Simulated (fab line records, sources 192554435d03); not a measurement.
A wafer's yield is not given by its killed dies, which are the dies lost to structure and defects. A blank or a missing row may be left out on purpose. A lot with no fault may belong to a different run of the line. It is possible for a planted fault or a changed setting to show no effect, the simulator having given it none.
8D (eight disciplines) problem report, filled in by code | flow n5_finfet | the parts of the form that need people (team, actions taken, sign-off) are left out

## 1. THE ISSUE
Across 8 wafers from 3 lots, CJ_P at N5_BEOL_M4_RC_MEAS_101 averages 4.08, while fault-free wafers read 5.82 with a standard deviation of 0.13. That is -13 standard deviations from the usual mean.
Earliest sighting: wafer L918.1 on prober-02 at day 9 21:12. The record holds 29 wafers of 10 lots with a number at this step. Rule for "out", or "out of limits": more than 4 standard deviations from the usual mean. The other wafers with a number count as sound.

## 2. WHAT IT IS, AND WHAT IT ISN'T
question                    | is                     | is not
which readings at this step | CJ_P, CJ_N             | ION_P, VT_P
which lots                  | L918, L919, L921       | L913, L916, L917, L922, L927, L929, L935
which wafers of those lots  | all that have a number | -
read on which gauges        | prober-01, prober-02   | -
when                        | from day 9 21:12       | up to then (9 sound wafers); but 12 sound wafers of L922, L927, L929, L935 came after

## 3. SUSPECTS, AND WHAT RULES EACH OUT
Counting: any tool at a process step up to the reading is kept as a suspect provided that every lot that is out went through it and no sound lot did after the first of them.
- the gauge at N5_BEOL_M4_RC_MEAS_101 has been ruled out. Those wafers that are out were read across 2 gauges (prober-01, prober-02).
- epi_rpcvd-01 at N5_WELL_APT_EPI_41 (deposits Si from SiH4/H2, target thk 50 nm, time 297.7 s): kept. Every lot that is out went through it, starting with L918 (day 2 21:58), and after that it ran no sound lot; the last sound lot it ran before then is L917 (day 2 16:00).
Left after counting: epi_rpcvd-01 at N5_WELL_APT_EPI_41.

## 4. THE CAUSE (what the simulator had put in)
Process parameters drifting: epi_rpcvd-01 at N5_WELL_APT_EPI_41, beginning at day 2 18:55. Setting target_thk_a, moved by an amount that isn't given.
This tool alone remained once counting was done.

## 5. THE CHAIN OF EFFECTS, in route order
Each row: a reading where the mean over the struck wafers with a number is more than 3 standard deviations away from the usual. Only readings whose record carries a usual standard deviation are examined. hours: median over the lots of the time between each lot's start at the first step of this table that gives one and its start at this step. sigmas: the change, counted in usual standard deviations.
hours | step                   | reading   | usual       | on struck wafers | change | sigmas
0     | N5_BEOL_M4_RC_MEAS_101 | CJ_N      | 4.33        | 5.00             | +0.67  | +7.4
0     | N5_BEOL_M4_RC_MEAS_101 | CJ_P      | 5.82        | 4.08             | -1.74  | -13
0     | N5_BEOL_M4_RC_MEAS_101 | RS_NWELL  | 1036 ohm/sq | 1059             | +23    | +3.3
0     | N5_BEOL_M4_RC_MEAS_101 | RS_PWELL  | 3013 ohm/sq | 3140             | +127   | +5.1
0     | N5_BEOL_M4_RC_MEAS_101 | VT_N_LONG | 274.6 mV    | 280.0            | +5.4   | +3.0

## 6. HOW IT WOULD HAVE BEEN CAUGHT EARLIER
The first out-of-limits reading at a measuring or inspecting step in this record came at day 9 21:12, 170 hours after the fault's start at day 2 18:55.
No tool reading at N5_WELL_APT_EPI_41 that has a usual standard deviation in the record was out on any struck wafer, so an alarm limit of 4 standard deviations on those readings would not have fired.
The start of N5_WELL_APT_EPI_41 on epi_rpcvd-01 came by day 9 21:12 for every one of the lots that are out (3). A hold on the tool at that time would have spared none of them.
